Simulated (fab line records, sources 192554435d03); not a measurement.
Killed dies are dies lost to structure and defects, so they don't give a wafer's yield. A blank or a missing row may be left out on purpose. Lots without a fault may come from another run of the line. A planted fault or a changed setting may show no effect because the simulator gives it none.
fab line records | flow n5_finfet
record lots=5 wafers=15 last_day=17
route steps=1938 shown FIN_SAQP@108
lots that met no fault: from a run of the same line without faults
start_h: hours from the record's first day to the start of the lot's first wafer shown | wait_h: hours since the lot's step before | " the same as in the row above | L1.1+2: a row that stands for several wafers | - no value, or no start given | * or withheld: withheld | < > ~ a bound
route shown NAME@n: a module of which the file shows steps, and the number in the route of the first | usual: mean/standard deviation of fault-free wafers | same: alike in all rows | chamber/n: place in a boat | sites: the reading at each site | _std_site: their standard deviation | _edge_site: outer sites' mean less inner sites' | radius_mm: how far each site lies from the wafer's centre | mask NAME#n: copy n | behind: the tool/chamber that last shaped the wafer | hold: why the lot was held/for how many hours/how that ended | device: the transistor (n, p or np) that didn't switch | end of line: the same wafers' tests at the end of the route | a step without rows: its recipe alone | killed: dies lost to structure and defects at the first sort, not the wafer's yield | map: a wafer's dies, x killed, . not, _ none there
set.NAME: the setting as run; set.NAME@STEP: as run at that earlier step | model.NAME: the simulator's own value behind a step, which no gauge read
lots at some steps of the route; a table a step, a row a wafer
services: from which hour (start_h, from the record's first day; less than 0 if before it) a tool's chamber was out of use, for how many hours, and why
## steps
# step N5_FIN_SAQP_EXPOSE_13
# recipe mask_id=FIN_CORE na=1.35 source_shape=dipole sigma_inner=0.538 sigma_outer=0.738 polarization=te target_cd_nm=35.6 dose_mj=63.25
# usual focus_offset_nm=0.2/0.54 stage_vel_mm_s=499.98/0.24
# columns lot.wafer tool chamber start_h wait_h mask focus_offset_nm stage_vel_mm_s
L076.2 arfi_scanner-02 0 34.40 - FIN_CORE#0 -0.4 500.26
L076.3 " 0 " " FIN_CORE#0 -0.5 500.19
L076.5 " 0 " " FIN_CORE#0 0.3 499.92
L082.1 arfi_scanner-02 0 71.20 - FIN_CORE#0 0.8 500.12
L082.3 " 0 " " FIN_CORE#0 1.0 500.00
L082.5 " 0 " " FIN_CORE#0 0.3 500.04
L084.1 arfi_scanner-01 0 83.21 - FIN_CORE#0 0.2 500.39
L084.2 " 0 " " FIN_CORE#0 0.4 500.08
L084.6 " 0 " " FIN_CORE#0 0.5 500.17
L087.1 arfi_scanner-01 0 100.75 - FIN_CORE#0 0.3 499.65
L087.2 " 0 " " FIN_CORE#0 0.6 499.82
L087.5 " 0 " " FIN_CORE#0 0.7 499.63
L096.1 arfi_scanner-02 0 153.85 - FIN_CORE#0 -0.2 500.01
L096.5 " 0 " " FIN_CORE#0 -0.6 500.17
L096.6 " 0 " " FIN_CORE#0 -0.3 499.81
# step N5_FIN_SAQP_PEB_14
# recipe peb_temp_c=withheld peb_time_s=60 resist=CAR-ArF
# usual exhaust_pa=45.0/0.81
# columns lot.wafer tool chamber start_h wait_h exhaust_pa
L076.2 litho_track-01 0 34.45 0.0 44.8
L076.3 " 0 " " 46.1
L076.5 " 0 " " 43.3
L082.1 litho_track-04 0 71.26 0.1 45.8
L082.3 " 0 " " 46.5
L082.5 " 0 " " 45.7
L084.1 litho_track-04 0 83.27 0.1 45.3
L084.2 " 0 " " 45.0
L084.6 " 0 " " 46.5
L087.1 litho_track-04 0 100.81 0.1 44.2
L087.2 " 0 " " 44.9
L087.5 " 0 " " 46.1
L096.1 litho_track-01 0 153.91 0.1 45.1
L096.5 " 0 " " 44.6
L096.6 " 0 " " 43.9
# step N5_FIN_SAQP_DEVELOP_15
# recipe develop_time_s=30 developer=TMAH resist=CAR-ArF dev_temp_c=23 rinse_liquid=diw dry=air_spin
# usual exhaust_pa=45.3/0.87
# columns lot.wafer tool chamber start_h wait_h exhaust_pa
L076.2 litho_track-01 0 - - 43.7
L076.3 " 0 " " 45.7
L076.5 " 0 " " 46.4
L082.1 litho_track-04 0 - - 45.9
L082.3 " 0 " " 44.8
L082.5 " 0 " " 46.2
L084.1 litho_track-04 0 - - 46.5
L084.2 " 0 " " 45.5
L084.6 " 0 " " 45.2
L087.1 litho_track-04 0 - - 44.7
L087.2 " 0 " " 45.4
L087.5 " 0 " " 45.5
L096.1 litho_track-01 0 - - 45.5
L096.5 " 0 " " 45.9
L096.6 " 0 " " 44.9
# step N5_FIN_SAQP_CD_MEAS_16
# recipe target_cd_nm=35.6 landing_energy_ev=500 detector=se_inlens
# usual cd_nm=35.6/0.38
# columns lot.wafer tool chamber start_h wait_h cd_nm
L076.2 cd_sem-02 0 34.52 - 35.7
L076.3 " 0 " " 35.6
L076.5 " 0 " " 36.0
L082.1 cd_sem-03 0 71.33 - 35.5
L082.3 " 0 " " 35.3
L082.5 " 0 " " 35.7
L084.1 cd_sem-03 0 83.34 - 35.0
L084.2 " 0 " " 34.8
L084.6 " 0 " " 35.0
L087.1 cd_sem-03 0 100.88 - 35.6
L087.2 " 0 " " 35.0
L087.5 " 0 " " 35.2
L096.1 cd_sem-02 0 153.98 - 35.9
L096.5 " 0 " " 35.7
L096.6 " 0 " " 35.6
# step N5_FIN_SAQP_OVL_MEAS_17
# recipe points_per_wafer=44
# usual FIN_CORE_OVL=0.0/0.84
# columns lot.wafer tool chamber start_h wait_h FIN_CORE_OVL[nm]
L076.2 overlay-01 0 34.56 0.0 1.4
L076.3 " 0 " " 0.9
L076.5 " 0 " " -0.4
L082.1 overlay-01 0 71.37 0.0 -0.2
L082.3 " 0 " " -0.4
L082.5 " 0 " " -0.1
L084.1 overlay-01 0 83.38 0.0 0.1
L084.2 " 0 " " -0.3
L084.6 " 0 " " 1.1
L087.1 overlay-01 0 100.92 0.0 -0.6
L087.2 " 0 " " 0.0
L087.5 " 0 " " 0.2
L096.1 overlay-02 0 154.02 0.0 -1.6
L096.5 " 0 " " -1.8
L096.6 " 0 " " 0.0
# step N5_FIN_SAQP_INSPECT_18
# recipe mode=adi inspect_instrument=brightfield
# usual raw_defect_count=410/110
# columns lot.wafer tool chamber start_h wait_h raw_defect_count
L076.2 defect_inspect-01 - 34.58 0.0 424
L076.3 " - " " 588
L076.5 " - " " 428
L082.1 defect_inspect-02 - 71.39 0.0 258
L082.3 " - " " 236
L082.5 " - " " 410
L084.1 defect_inspect-01 - 83.40 0.0 485
L084.2 " - " " 296
L084.6 " - " " 503
L087.1 defect_inspect-02 - 100.94 0.0 435
L087.2 " - " " 342
L087.5 " - " " 438
L096.1 defect_inspect-01 - 154.04 0.0 387
L096.5 " - " " 334
L096.6 " - " " 258
# step N5_FIN_SAQP_DESCUM_21
# recipe chemistry=O2 time_s=7.9 source_power_w=50 bias_power_w=20 pressure_mtorr=20 rf_frequency_hz=2.712e+07 temp_c=40 resist=CAR-ArF o2_flow_sccm=225
# usual chamber_pressure_mTorr=19.999/0.017 drypump_motor_current_A=5.8/0.42 oes_product_au=0.78/0.1 rf_vpp_V=243.7/1.1 showerhead_plenum_p_Torr=2.12/0.058 throttle_valve_pct=20.49/0.25
# columns lot.wafer tool chamber start_h wait_h chamber_pressure_mTorr drypump_motor_current_A oes_product_au rf_hours_counter_h rf_vpp_V showerhead_plenum_p_Torr throttle_valve_pct
L076.2 rie_diel-03 3 34.62 0.0 20.016 5.8 0.72 207 243.2 2.07 20.30
L076.3 " 1 " " 20.023 6.0 0.67 244 240.4 2.06 20.64
L076.5 " 3 " " 19.983 5.8 0.73 - 244.9 2.07 20.31
L082.1 rie_diel-03 2 71.42 0.0 20.003 5.4 0.69 248 244.6 2.14 20.74
L082.3 " 0 " " 19.989 5.9 0.70 238 243.8 2.15 20.86
L082.5 " 0 " " 20.013 5.9 0.69 - 244.7 2.15 20.84
L084.1 rie_diel-03 2 83.44 0.0 19.995 5.3 0.69 254 244.4 2.14 20.73
L084.2 " 0 " " 20.023 5.8 0.69 244 244.5 2.15 20.85
L084.6 " 2 " " 20.000 5.3 0.68 - 243.4 2.14 20.76
L087.1 rie_diel-06 1 100.98 0.0 19.990 6.1 0.96 7 243.8 2.25 20.26
L087.2 " 3 " " 20.008 5.7 0.77 149 243.7 2.08 20.72
L087.5 " 1 " " 19.965 6.0 0.95 - 244.5 2.25 20.23
L096.1 rie_diel-01 3 154.07 0.0 19.997 5.5 0.71 213 243.7 2.07 20.59
L096.5 " 1 " " 20.014 6.4 0.86 - 243.1 2.11 19.96
L096.6 " 2 " " 20.002 5.3 0.70 - 243.0 2.05 20.57
# step N5_FIN_SAQP_ETCH_51
# recipe chemistry=CF4 target=SiARC target_depth_a=455 mask_material=CAR-ArF time_s=75.8 ion_energy_ev=80 pressure_mtorr=40 source_w=545 bias_w=36 Ar_flow_sccm=100 cf4_flow_sccm=100 ends=cleared
# usual bias_w=36.00/0.1 cf4_flow_sccm=100.01/0.29 chamber_pressure_mTorr=40.00/0.037 drypump_motor_current_A=5.7/0.42 etch_rf_on_time_s=75.3/1.7 oes_product_au=0.67/0.085 rf_vpp_V=184.4/1.1 showerhead_plenum_p_Torr=2.17/0.054 throttle_valve_pct=15.70/0.26
# columns lot.wafer tool chamber start_h wait_h bias_w cf4_flow_sccm chamber_pressure_mTorr drypump_motor_current_A etch_rf_on_time_s oes_product_au rf_hours_counter_h rf_vpp_V showerhead_plenum_p_Torr throttle_valve_pct
L076.2 rie_diel-03 3 34.65 0.0 36.11 100.03 39.99 5.7 72.7 0.64 207 183.4 2.12 15.57
L076.3 " 1 " " 35.86 100.52 40.01 6.0 73.5 0.59 244 183.6 2.11 15.90
L076.5 " 3 " " 35.99 99.83 39.99 5.7 72.4 0.65 - 183.2 2.12 15.58
L082.1 rie_diel-03 2 71.46 0.0 35.83 100.03 40.02 5.3 77.7 0.58 248 185.0 2.18 15.97
L082.3 " 0 " " 35.86 100.31 40.02 5.9 77.3 0.58 238 185.4 2.20 16.08
L082.5 " 0 " " 35.95 99.24 40.00 5.9 77.9 0.58 - 184.4 2.20 16.07
L084.1 rie_diel-03 2 83.47 0.0 36.13 100.24 39.97 5.3 77.7 0.57 254 184.8 2.18 15.98
L084.2 " 0 " " 35.93 99.86 39.97 5.9 78.0 0.58 244 185.2 2.20 16.10
L084.6 " 2 " " 36.01 100.07 39.97 5.3 78.3 0.57 - 184.7 2.18 15.99
L087.1 rie_diel-06 1 101.01 0.0 35.93 99.55 39.92 6.0 74.2 0.83 7 186.5 2.28 15.26
L087.2 " 3 " " 35.77 100.04 40.02 5.6 72.1 0.69 149 184.8 2.14 15.95
L087.5 " 1 " " 36.04 100.02 39.99 6.0 73.5 0.83 - 184.5 2.28 15.26
L096.1 rie_diel-01 3 154.11 0.0 35.92 100.29 40.03 5.5 75.3 0.61 213 184.5 2.12 15.74
L096.5 " 1 " " 35.92 99.77 40.03 6.4 74.2 0.75 - 185.6 2.17 15.22
L096.6 " 2 " " 35.94 99.67 39.95 5.3 73.7 0.61 - 185.7 2.12 15.87
# step N5_FIN_SAQP_ETCH_52
# recipe chemistry=N2/H2 target=SOC target_depth_a=1000 overetch_a=200 mask_material=SiARC temp_c=40 time_s=150 ion_energy_ev=200 pressure_mtorr=30 source_w=840 bias_w=150 n2_flow_sccm=200 h2_flow_sccm=200 ends=end_point
# usual bias_w=150.0/0.43 chamber_pressure_mTorr=30.001/0.024 drypump_motor_current_A=5.8/0.43 oes_product_au=0.70/0.086 rf_vpp_V=524.9/2.1 showerhead_plenum_p_Torr=2.58/0.07 throttle_valve_pct=17.95/0.28
# columns lot.wafer tool chamber start_h wait_h bias_w chamber_pressure_mTorr drypump_motor_current_A oes_product_au rf_hours_counter_h rf_vpp_V showerhead_plenum_p_Torr throttle_valve_pct
L076.2 rie_diel-03 3 34.71 0.0 149.1 30.023 5.8 0.66 207 524.2 2.51 17.82
L076.3 " 1 " " 149.9 30.032 6.0 0.61 244 523.4 2.50 18.10
L076.5 " 3 " " 149.4 29.968 5.8 0.67 - 521.1 2.51 17.83
L082.1 rie_diel-03 2 71.52 0.0 150.2 29.994 5.4 0.62 248 525.8 2.62 18.24
L082.3 " 0 " " 150.7 29.998 5.8 0.62 238 525.3 2.61 18.29
L082.5 " 0 " " 150.8 29.995 5.8 0.62 - 525.5 2.61 18.28
L084.1 rie_diel-03 2 83.53 0.0 150.7 30.011 5.3 0.61 254 524.1 2.61 18.24
L084.2 " 0 " " 150.1 30.019 5.9 0.61 244 525.5 2.60 18.30
L084.6 " 2 " " 149.8 29.995 5.3 0.61 - 526.0 2.61 18.26
L087.1 rie_diel-06 1 101.07 0.0 150.3 29.997 6.1 0.85 7 528.6 2.72 17.48
L087.2 " 3 " " 150.0 30.015 5.7 0.69 149 524.8 2.55 18.28
L087.5 " 1 " " 150.1 29.946 6.0 0.85 - 528.2 2.72 17.47
L096.1 rie_diel-01 3 154.17 0.0 150.2 29.986 5.4 0.64 213 522.9 2.52 18.06
L096.5 " 1 " " 150.7 30.006 6.4 0.78 - 526.7 2.57 17.35
L096.6 " 2 " " 150.3 29.998 5.3 0.64 - 524.1 2.51 18.08
# step N5_FIN_SAQP_STRIP_53
# recipe chemistry=N2/H2 temp_c=40 n2_flow_sccm=200 h2_flow_sccm=200 rf_frequency_hz=6e+07
# columns lot.wafer tool chamber start_h wait_h
L076.2+3+5 rie_diel-03 3,1,3 34.80 0.0
L082.1+3+5 rie_diel-03 2,0,0 71.61 0.0
L084.1+2+6 rie_diel-03 2,0,2 83.62 0.0
L087.1+2+5 rie_diel-06 1,3,1 101.17 0.0
L096.1+5+6 rie_diel-01 3,1,2 154.26 0.0
# step N5_FIN_SAQP_HM_OPEN_73
# recipe chemistry=CHF3/O2 target=SiO2 stop_on=a-Si target_depth_a=120 over_etch_frac=1.8 mask_material=SOC time_s=16.8 pressure_mtorr=30 source_w=650 bias_w=170 Ar_flow_sccm=200 CHF3_flow_sccm=50 O2_flow_sccm=5 ion_energy_ev=200 ends=end_point
# usual bias_w=170.0/0.53 chamber_pressure_mTorr=30.000/0.026 drypump_motor_current_A=5.7/0.42 oes_product_au=0.46/0.058 rf_vpp_V=521/8 showerhead_plenum_p_Torr=2.45/0.064 throttle_valve_pct=18.92/0.24
# columns lot.wafer tool chamber start_h wait_h bias_w chamber_pressure_mTorr drypump_motor_current_A oes_product_au rf_hours_counter_h rf_vpp_V showerhead_plenum_p_Torr throttle_valve_pct
L076.2 rie_diel-03 3 34.81 0.0 169.3 30.001 5.7 0.44 207 511 2.37 18.69
L076.3 " 1 " " 170.2 29.990 6.0 0.40 244 517 2.39 19.18
L076.5 " 3 " " 169.5 30.035 5.7 0.44 - 513 2.37 18.70
L082.1 rie_diel-03 2 71.62 0.0 170.9 29.980 5.3 0.40 248 518 2.47 19.23
L082.3 " 0 " " 170.4 30.000 5.8 0.41 238 532 2.47 19.25
L082.5 " 0 " " 170.8 30.014 5.9 0.41 - 532 2.47 19.26
L084.1 rie_diel-03 2 83.63 0.0 170.3 29.960 5.3 0.41 254 519 2.47 19.21
L084.2 " 0 " " 170.0 29.993 5.9 0.40 244 530 2.47 19.27
L084.6 " 2 " " 169.8 30.040 5.4 0.41 - 518 2.47 19.24
L087.1 rie_diel-06 1 101.18 0.0 170.9 29.993 6.0 0.57 7 526 2.58 18.57
L087.2 " 3 " " 169.0 30.007 5.7 0.46 149 516 2.40 19.08
L087.5 " 1 " " 170.7 30.038 6.1 0.58 - 526 2.58 18.59
L096.1 rie_diel-01 3 154.27 0.0 169.8 29.956 5.4 0.42 213 519 2.39 18.93
L096.5 " 1 " " 170.8 29.983 6.4 0.52 - 527 2.44 18.43
L096.6 " 2 " " 170.3 30.018 5.3 0.43 - 507 2.38 19.07
# step N5_FIN_SAQP_STRIP_74
# recipe chemistry=CHF3/O2 resist=SiARC rf_frequency_hz=6e+07
# columns lot.wafer tool chamber start_h wait_h
L076.2+3+5 rie_diel-03 3,1,3 34.87 0.0
L082.1+3+5 rie_diel-03 2,0,0 71.68 0.0
L084.1+2+6 rie_diel-03 2,0,2 83.69 0.0
L087.1+2+5 rie_diel-06 1,3,1 101.23 0.0
L096.1+5+6 rie_diel-01 3,1,2 154.33 0.0
# step N5_FIN_SAQP_MANDREL_ETCH_22
# recipe target_depth_a=600 chemistry=HBr/Cl2 target=a-Si stop_on=SiNx bt_time_s=10 over_etch_frac=0.5 time_s=30 pressure_mtorr=10 icp_w=800 bias_w=75 HBr_flow_sccm=150 Cl2_flow_sccm=80 ends=end_point
# usual bias_w=74.98/0.22 chamber_pressure_mTorr=10.000/0.0086 drypump_motor_current_A=5.5/0.6 oes_product_au=0.769/0.014 throttle_valve_pct=35.5/0.36
# columns lot.wafer tool chamber start_h wait_h bias_w chamber_pressure_mTorr drypump_motor_current_A oes_product_au rf_hours_counter_h throttle_valve_pct
L076.2 rie_si-05 0 34.90 0.0 74.65 10.003 4.9 0.783 35 35.1
L076.3 " 1 " " 74.80 9.993 4.9 0.781 43 36.0
L076.5 " 1 " " 74.82 10.004 4.9 0.792 - 35.9
L082.1 rie_si-04 1 71.71 0.0 74.94 10.012 5.4 0.782 182 35.3
L082.3 " 3 " " 75.04 10.004 4.9 0.766 26 35.7
L082.5 " 1 " " 75.04 9.997 5.4 0.791 - 35.3
L084.1 rie_si-02 1 83.72 0.0 75.16 9.990 5.1 0.766 26 35.5
L084.2 " 3 " " 74.92 9.984 6.0 0.772 8 35.7
L084.6 " 1 " " 75.42 9.995 5.1 0.765 - 35.5
L087.1 rie_si-05 2 101.26 0.0 75.05 10.007 6.2 0.771 93 35.0
L087.2 " 3 " " 74.60 10.000 5.6 0.758 89 35.7
L087.5 " 2 " " 74.96 9.999 6.2 0.783 - 35.0
L096.1 rie_si-05 2 154.36 0.0 74.79 9.994 6.3 0.754 94 35.0
L096.5 " 0 " " 75.13 10.004 4.9 0.786 - 35.1
L096.6 " 3 " " 74.78 9.999 5.6 0.762 - 35.7
# step N5_FIN_SAQP_STRIP_55
# recipe chemistry=N2/H2 power_w=500 temp_c=40 pressure_mtorr=50 rf_frequency_hz=6e+07 overash_fraction=0.3 bias_power_w=28 h2_frac=0.5 n2_flow_sccm=300 h2_flow_sccm=300
# usual chamber_pressure_mTorr=50.01/0.071 drypump_motor_current_A=5.8/0.46 oes_product_au=0.78/0.098 rf_vpp_V=122.1/1.4 showerhead_plenum_p_Torr=3.40/0.079 throttle_valve_pct=19.1/0.39
# columns lot.wafer tool chamber start_h wait_h chamber_pressure_mTorr drypump_motor_current_A oes_product_au rf_hours_counter_h rf_vpp_V showerhead_plenum_p_Torr throttle_valve_pct
L076.2 rie_diel-06 2 35.00 0.1 50.10 5.6 0.71 196 120.0 3.48 19.6
L076.3 " 3 " " 49.97 5.7 0.79 124 124.3 3.38 19.6
L076.5 " 3 " " 50.07 5.7 0.79 - 120.9 3.38 19.6
L082.1 rie_diel-03 0 71.81 0.1 50.07 5.8 0.69 238 121.5 3.44 19.6
L082.3 " 3 " " 49.85 5.8 0.72 219 122.8 3.32 19.2
L082.5 " 2 " " 49.97 5.3 0.69 - 121.2 3.45 19.3
L084.1 rie_diel-03 2 83.82 0.1 50.08 5.4 0.70 254 125.3 3.45 19.3
L084.2 " 0 " " 50.15 5.9 0.70 244 121.2 3.44 19.6
L084.6 " 2 " " 50.02 5.4 0.69 - 122.7 3.45 19.3
L087.1 rie_diel-06 1 101.39 0.1 50.04 6.0 0.96 7 121.2 3.58 18.4
L087.2 " 0 " " 50.13 5.2 0.83 108 120.6 3.53 19.2
L087.5 " 2 " " 50.05 5.6 0.70 - 121.7 3.47 19.6
L096.1 rie_diel-06 0 154.46 0.1 49.98 5.1 0.79 125 123.5 3.52 19.2
L096.5 " 2 " " 49.88 5.6 0.68 - 122.8 3.46 19.6
L096.6 " 1 " " 49.97 6.1 0.91 - 121.5 3.57 18.5
# step N5_FIN_SAQP_STRIP_23
# recipe chemistry=SPM time_s=750 temp_c=130 h2so4_h2o2_vol_ratio=4
# columns lot.wafer tool chamber start_h wait_h
L076.2+3+5 wet_bench-03 3,4,2 35.06 -
L082.1+3+5 wet_bench-02 2,4,3 71.87 -
L084.1+2+6 wet_bench-03 7,0,4 83.89 -
L087.1+2+5 wet_bench-02 2,7,0 101.46 -
L096.1+5+6 wet_bench-03 0,5,2 154.53 -
# step N5_FIN_SAQP_SRD_66
# recipe dry=ipa_marangoni time_s=30 temp_c=23 rinse_liquid=diw
# columns lot.wafer tool chamber start_h wait_h
L076.2+3+5 wet_bench-03 3,4,2 35.29 0.0
L082.1+3+5 wet_bench-02 2,4,3 72.08 0.0
L084.1+2+6 wet_bench-03 7,0,4 84.09 0.0
L087.1+2+5 wet_bench-02 2,7,0 101.67 0.0
L096.1+5+6 wet_bench-03 0,5,2 154.74 0.0
# step N5_FIN_SAQP_RECESS_75
# recipe chemistry=HF/NH3 target=SiO2 target_depth_a=144 afs_cycles=3 temp_c=30 sublimation_temp_c=180 sublimation_time_s=60
# usual drypump_motor_current_A=5.7/0.52
# columns lot.wafer tool chamber start_h wait_h drypump_motor_current_A
L076.2 vapor_etch-01 1 35.35 0.0 5.0
L076.3 " 1 " " 5.0
L076.5 " 1 " " 5.0
L082.1 vapor_etch-02 0 72.13 0.0 6.3
L082.3 " 1 " " 6.0
L082.5 " 0 " " 6.3
L084.1 vapor_etch-01 1 84.14 0.0 5.0
L084.2 " 0 " " 6.0
L084.6 " 1 " " 5.0
L087.1 vapor_etch-01 0 101.73 0.0 6.0
L087.2 " 1 " " 5.0
L087.5 " 0 " " 6.0
L096.1 vapor_etch-01 1 154.79 0.0 5.0
L096.5 " 1 " " 5.0
L096.6 " 0 " " 5.9
# step N5_FIN_SAQP_SPACER1_ALD_24
# recipe material=SiO2 target_thk_a=203 temp_c=300 ald_precursor_family=BDEAS ald_co_reactant=O2-plasma pulse_time_s=1 purge_time_s=2 co_reactant_purge_time_s=2 ald_cycles=218 pressure_torr=2
# usual heater_power_w=465/50 precursor_pulse_height_rel=1.000/0.017
# columns lot.wafer tool chamber start_h wait_h heater_power_w precursor_pulse_height_rel
L076.2 ald_sin-04 3 35.73 0.3 479 0.990
L076.3 " 1 " " 483 0.984
L076.5 " 2 " " 424 1.011
L082.1 ald_sin-01 3 74.27 2.0 534 1.021
L082.3 " 2 " " 547 1.012
L082.5 " 3 " " 533 1.015
L084.1 ald_sin-04 1 84.52 0.3 482 0.990
L084.2 " 3 " " 479 0.988
L084.6 " 0 " " 430 0.991
L087.1 ald_sin-01 0 102.12 0.3 406 1.011
L087.2 " 1 " " 383 0.974
L087.5 " 2 " " 530 1.003
L096.1 ald_sin-04 3 155.17 0.3 487 0.995
L096.5 " 0 " " 431 1.017
L096.6 " 3 " " 488 1.022
# step N5_FIN_SAQP_SPACER1_ETCHBACK_25
# recipe chemistry=CHF3/O2 mode=anisotropic_etchback target=SiO2 target_depth_a=244 time_s=12.2 pressure_mtorr=30 source_w=650 bias_w=170 Ar_flow_sccm=200 CHF3_flow_sccm=50 O2_flow_sccm=5 ion_energy_ev=200
# usual bias_w=169.9/0.45 chamber_pressure_mTorr=30.00/0.032 drypump_motor_current_A=5.8/0.42 oes_product_au=0.79/0.1 rf_vpp_V=520/7.8 showerhead_plenum_p_Torr=2.43/0.059 throttle_valve_pct=18.98/0.22
# columns lot.wafer tool chamber start_h wait_h bias_w chamber_pressure_mTorr drypump_motor_current_A oes_product_au rf_hours_counter_h rf_vpp_V showerhead_plenum_p_Torr throttle_valve_pct
L076.2 rie_diel-06 2 36.45 0.4 170.1 30.07 5.6 0.72 196 527 2.49 19.12
L076.3 " 0 " " 169.8 30.02 5.2 0.84 82 537 2.54 18.89
L076.5 " 1 " " 169.7 29.96 6.1 0.69 - 520 2.30 19.04
L082.1 rie_diel-01 2 74.99 0.4 169.8 29.99 5.3 0.73 200 509 2.39 19.09
L082.3 " 0 " " 169.6 30.01 6.7 0.71 217 515 2.48 19.08
L082.5 " 2 " " 170.2 30.03 5.3 0.73 - 509 2.39 19.09
L084.1 rie_diel-01 0 85.24 0.4 169.9 30.00 6.7 0.70 221 514 2.48 19.10
L084.2 " 1 " " 171.2 30.02 6.4 0.92 33 527 2.45 18.49
L084.6 " 3 " " 169.7 30.04 5.4 0.73 - 522 2.39 18.99
L087.1 rie_diel-03 0 102.83 0.4 169.5 30.05 5.9 0.68 251 531 2.47 19.35
L087.2 " 1 " " 170.4 30.03 6.0 0.94 9 515 2.39 18.90
L087.5 " 0 " " 170.7 30.03 5.9 0.68 - 531 2.47 19.35
L096.1 rie_diel-03 0 155.99 0.5 170.0 29.99 5.9 0.96 8 531 2.46 18.93
L096.5 " 0 " " 170.0 30.02 5.9 0.95 - 530 2.46 18.94
L096.6 " 1 " " 169.9 29.98 6.0 0.88 - 517 2.38 18.95
# step N5_FIN_SAQP_MANDREL1_REMOVE_56
# recipe chemistry=HBr/Cl2/O2 bt_time_s=10 target=a-Si stop_on=SiNx endpoint=OES-SiCl over_etch_frac=1 icp_w=600 bias_w=22 HBr_flow_sccm=150 Cl2_flow_sccm=80 O2_flow_sccm=5 pressure_mtorr=10
# usual bias_w=21.99/0.064 chamber_pressure_mTorr=9.998/0.0093 drypump_motor_current_A=5.6/0.59 oes_product_au=1.005/0.017 throttle_valve_pct=36.8/0.33
# columns lot.wafer tool chamber start_h wait_h bias_w chamber_pressure_mTorr drypump_motor_current_A oes_product_au rf_hours_counter_h throttle_valve_pct
L076.2 rie_si-02 3 36.54 0.1 22.02 9.998 6.0 1.010 7 37.0
L076.3 " 2 " " 21.94 9.994 6.4 1.007 59 36.7
L076.5 " 1 " " 22.06 9.988 5.1 1.008 - 36.8
L082.1 rie_si-02 2 75.08 0.1 21.93 10.013 6.4 1.019 60 36.7
L082.3 " 1 " " 21.93 10.001 5.1 1.006 26 36.8
L082.5 " 1 " " 21.99 9.994 5.1 1.021 - 36.8
L084.1 rie_si-05 0 85.33 0.1 22.02 10.001 5.0 1.001 36 36.5
L084.2 " 3 " " 22.00 10.000 5.6 1.001 89 37.0
L084.6 " 2 " " 22.04 9.994 6.3 0.995 - 36.4
L087.1 rie_si-05 2 102.92 0.1 21.92 10.009 6.2 0.994 93 36.4
L087.2 " 0 " " 22.03 10.008 4.9 1.006 36 36.5
L087.5 " 3 " " 21.97 9.995 5.6 0.996 - 37.0
L096.1 rie_si-02 2 156.08 0.1 21.96 10.004 6.4 1.021 61 36.7
L096.5 " 2 " " 21.99 10.007 6.4 1.014 - 36.7
L096.6 " 3 " " 22.00 10.001 6.0 1.015 - 37.0
# step N5_FIN_SAQP_CD_MEAS_27
# recipe target_cd_nm=20 landing_energy_ev=1000 detector=se_inlens polarity=line
# usual cd_nm=20.23/0.25
# columns lot.wafer tool chamber start_h wait_h cd_nm
L076.2 cd_sem-03 0 36.65 0.1 20.48
L076.3 " 0 " " 19.96
L076.5 " 0 " " 20.12
L082.1 cd_sem-01 0 75.19 0.1 20.25
L082.3 " 0 " " 20.22
L082.5 " 0 " " 20.12
L084.1 cd_sem-03 0 85.44 0.1 20.53
L084.2 " 0 " " 20.42
L084.6 " 0 " " 20.00
L087.1 cd_sem-01 0 103.03 0.1 20.24
L087.2 " 0 " " 20.43
L087.5 " 0 " " 19.94
L096.1 cd_sem-01 0 156.19 0.1 19.85
L096.5 " 0 " " 20.20
L096.6 " 0 " " 20.00
# step N5_FIN_SAQP_ETCH_57
# recipe chemistry=CH3F/O2 target=SiNx mask_material=SiO2 target_depth_a=325 time_s=46.4 pressure_mtorr=30 source_w=395 bias_w=73 Ar_flow_sccm=150 CH3F_flow_sccm=30 O2_flow_sccm=20 ion_energy_ev=120 ends=cleared
# usual bias_w=72.98/0.24 chamber_pressure_mTorr=30.003/0.027 drypump_motor_current_A=5.8/0.44 etch_rf_on_time_s=46.6/0.98 oes_product_au=0.66/0.08 rf_vpp_V=295/4.6 showerhead_plenum_p_Torr=2.03/0.049 throttle_valve_pct=16.45/0.24
# columns lot.wafer tool chamber start_h wait_h bias_w chamber_pressure_mTorr drypump_motor_current_A etch_rf_on_time_s oes_product_au rf_hours_counter_h rf_vpp_V showerhead_plenum_p_Torr throttle_valve_pct
L076.2 rie_diel-01 1 36.74 0.1 73.26 30.025 6.5 44.9 0.81 17 299 2.05 15.90
L076.3 " 3 " " 73.26 29.999 5.5 45.8 0.63 175 296 2.00 16.43
L076.5 " 2 " " 72.75 30.012 5.3 46.2 0.63 - 289 1.99 16.54
L082.1 rie_diel-06 2 75.57 0.4 72.58 29.993 5.5 47.0 0.60 211 300 2.07 16.59
L082.3 " 0 " " 73.39 29.935 5.1 47.4 0.70 99 303 2.11 16.35
L082.5 " 0 " " 73.28 29.959 5.1 47.4 0.71 - 304 2.11 16.35
L084.1 rie_diel-03 1 85.49 0.0 72.75 30.028 6.0 46.8 0.83 1 295 1.98 16.26
L084.2 " 2 " " 73.18 29.993 5.4 46.9 0.58 255 293 2.05 16.73
L084.6 " 2 " " 73.12 29.947 5.4 48.2 0.58 - 294 2.05 16.73
L087.1 rie_diel-06 0 103.23 0.2 73.12 30.023 5.1 47.4 0.69 109 305 2.11 16.35
L087.2 " 2 " " 72.53 30.029 5.6 46.8 0.60 219 300 2.06 16.62
L087.5 " 3 " " 73.34 29.971 5.7 46.4 0.66 - 292 1.99 16.61
L096.1 rie_diel-03 1 156.24 0.0 72.98 29.950 6.0 44.6 0.76 35 292 1.97 16.32
L096.5 " 2 " " 73.00 29.996 5.3 47.3 0.77 - 293 2.04 16.28
L096.6 " 1 " " 72.63 29.994 6.0 46.3 0.76 - 293 1.97 16.33
## services
# columns tool chamber start_h hours kind
ald_sin-01 - 11.58 2.7 repair
vapor_etch-01 - 18.09 0.8 repair
rie_diel-03 1 18.59 3.5 repair
ald_sin-04 2 41.38 2.8 repair
rie_diel-03 0 41.90 2.2 repair
arfi_scanner-01 - 68.16 2.0 repair
arfi_scanner-02 - 69.48 1.0 pm
rie_diel-06 2 78.60 4.3 repair
rie_diel-01 3 80.46 4.2 repair
rie_si-05 1 85.21 22.8 repair
ald_sin-01 - 85.90 14.0 pm
arfi_scanner-02 - 90.91 0.8 pm
rie_diel-03 2 91.31 7.1 repair
ald_sin-04 1 91.70 3.7 repair
arfi_scanner-02 - 107.16 1.3 pm
rie_diel-03 - 111.30 2.4 repair
arfi_scanner-02 - 113.64 6.0 pm
vapor_etch-01 - 117.81 0.3 repair
arfi_scanner-02 - 128.64 1.0 repair
rie_si-05 2 131.94 12.4 repair
rie_diel-06 1 132.23 6.0 repair
rie_diel-06 0 133.63 5.5 repair
rie_diel-06 - 139.31 0.5 repair
rie_diel-06 3 155.87 5.8 repair
## key
fault none
